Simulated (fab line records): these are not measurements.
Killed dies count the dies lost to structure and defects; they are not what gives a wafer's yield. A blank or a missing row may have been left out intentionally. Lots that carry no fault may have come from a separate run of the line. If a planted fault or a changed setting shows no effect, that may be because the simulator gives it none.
Split-lot trial -- flow n5-finfet -- 39 wafers read across 7 lots, on a route 1938 steps long

ON THE SPLIT
At N5_PASSIVATION_ETCH_54 (etches SiO2 in CHF3/O2, target depth 880 nm, time 440 s), the setting target-depth-a was moved away from the recipe's 8800 angstrom on 12 of the 39 wafers read, by -47.6% to +43.2%. For the rest of the wafers, this setting stayed at what the recipe calls for.

The reading comes from the split's own step.

THE READING
etch.depth-nm (the simulator's own value, which no gauge read), in nm, at N5_PASSIVATION_ETCH_54 (etches SiO2 in CHF3/O2, target depth 880 nm, time 440 s). The file does not state a usual value for it. The 27 wafers here that ran the recipe average 877.9 nm, standard deviation 9.2 nm.

wafer,"tool, chamber at the split","target-depth-a as run, angstrom",against the recipe,"etch.depth-nm, nm",against lot-mates on the recipe
L074.1,"rie-diel-04, 2",8800,recipe,860.1,-
L074.2,"rie-diel-04, 1",8800,recipe,865,-
L074.3,"rie-diel-04, 0",12600,+43.2%,1223,+356.5
L074.4,"rie-diel-04, 3",8800,recipe,874.5,-
L074.5,"rie-diel-04, 0",12600,+43.2%,1225,+358.5
L074.6,"rie-diel-04, 3",12600,+43.2%,1258,+391.5
L078.1,"rie-diel-01, 1",8800,recipe,873.5,-
L078.4,"rie-diel-01, 2",8800,recipe,860.6,-
L078.6,"rie-diel-01, 3",8800,recipe,876.1,-
L080.1,"rie-diel-01, 3",4610,-47.6%,464.2,-422.6
L080.2,"rie-diel-01, 1",4610,-47.6%,463.7,-423.1
L080.3,"rie-diel-01, 2",8800,recipe,877.9,-
L080.4,"rie-diel-01, 0",8800,recipe,892.9,-
L080.5,"rie-diel-01, 0",4610,-47.6%,465,-421.8
L080.6,"rie-diel-01, 1",8800,recipe,889.7,-
L079.1,"rie-diel-04, 2",4779,-45.7%,476.3,-405.9
L079.2,"rie-diel-04, 0",4779,-45.7%,475.5,-406.7
L079.3,"rie-diel-04, 3",8800,recipe,895,-
L079.4,"rie-diel-04, 1",8800,recipe,878.9,-
L079.5,"rie-diel-04, 0",8800,recipe,872.7,-
L079.6,"rie-diel-04, 3",4779,-45.7%,480.5,-401.7
L085.1,"rie-diel-01, 2",8800,recipe,864,-
L085.2,"rie-diel-01, 0",8800,recipe,876,-
L085.3,"rie-diel-01, 3",8800,recipe,875.8,-
L085.4,"rie-diel-01, 2",8800,recipe,868.2,-
L085.5,"rie-diel-01, 3",8800,recipe,874.6,-
L085.6,"rie-diel-01, 0",8800,recipe,874.4,-
L091.1,"rie-diel-03, 1",12160,+38.2%,1224,+340.9
L091.2,"rie-diel-03, 3",8800,recipe,887.7,-
L091.3,"rie-diel-03, 0",12160,+38.2%,1215,+331.9
L091.4,"rie-diel-03, 1",8800,recipe,883.6,-
L091.5,"rie-diel-03, 3",12160,+38.2%,1229,+345.9
L091.6,"rie-diel-03, 0",8800,recipe,877.9,-
L093.1,"rie-diel-03, 0",8800,recipe,878,-
L093.2,"rie-diel-03, 3,1",8800,recipe,886.8,-
L093.4,"rie-diel-03, 3,1",8800,recipe,886.8,-
L093.3,"rie-diel-03, 1",8800,recipe,882.7,-
L093.5,"rie-diel-03, 0",8800,recipe,881.6,-
L093.6,"rie-diel-03, 3",8800,recipe,889.6,-
Rows listing several chambers each stand for several wafers; the file does not say which wafer went through which chamber.

FIT RESULTS
A straight line over all 39 wafers: etch.depth-nm changes by +8.67 nm for each +1% of target-depth-a; r = +1.00; the points scatter about the line by 11 nm.
The same after taking each lot's own level away (the mean of its wafers on the recipe; 39 wafers): +8.79 nm for each +1%; r = +1.00; scatter 7.7 nm.
On that fit, the largest move of target-depth-a shifts the reading by 4.2e+02 nm.
Measured against the standard deviation above, the lots' own levels, which go from 866.53 to 886.83 nm, span 2.2 times it.
Consequently the slope shifts little with the lot-to-lot level, the two slopes agreeing.
Check: -419 nm against its lot-mates is what the line predicts for one of the wafers moved furthest among these (-47.6%) when that wafer is left out of the fit. Against them it came out at -423 nm.

THE WHOLE CHAIN: every reading that the file lists as answering this split, in the file's order
step,what it does,reading,change (the file's fit),r (the file's)
N5_PASSIVATION_ETCH_54,"etches SiO2 in CHF3/O2, target depth 880 nm, time 440 s","PASSIVATION.feature-depth-nm (the simulator's own value, which no gauge read)",+8.79 nm for each +1% of the setting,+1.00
N5_PASSIVATION_ETCH_54,"etches SiO2 in CHF3/O2, target depth 880 nm, time 440 s","etch.depth-nm (the simulator's own value, which no gauge read)",+8.79 nm for each +1% of the setting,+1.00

FILE'S OWN FIT
etch.depth-nm changes by +8.79 nm for each +1% of target-depth-a, r = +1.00.
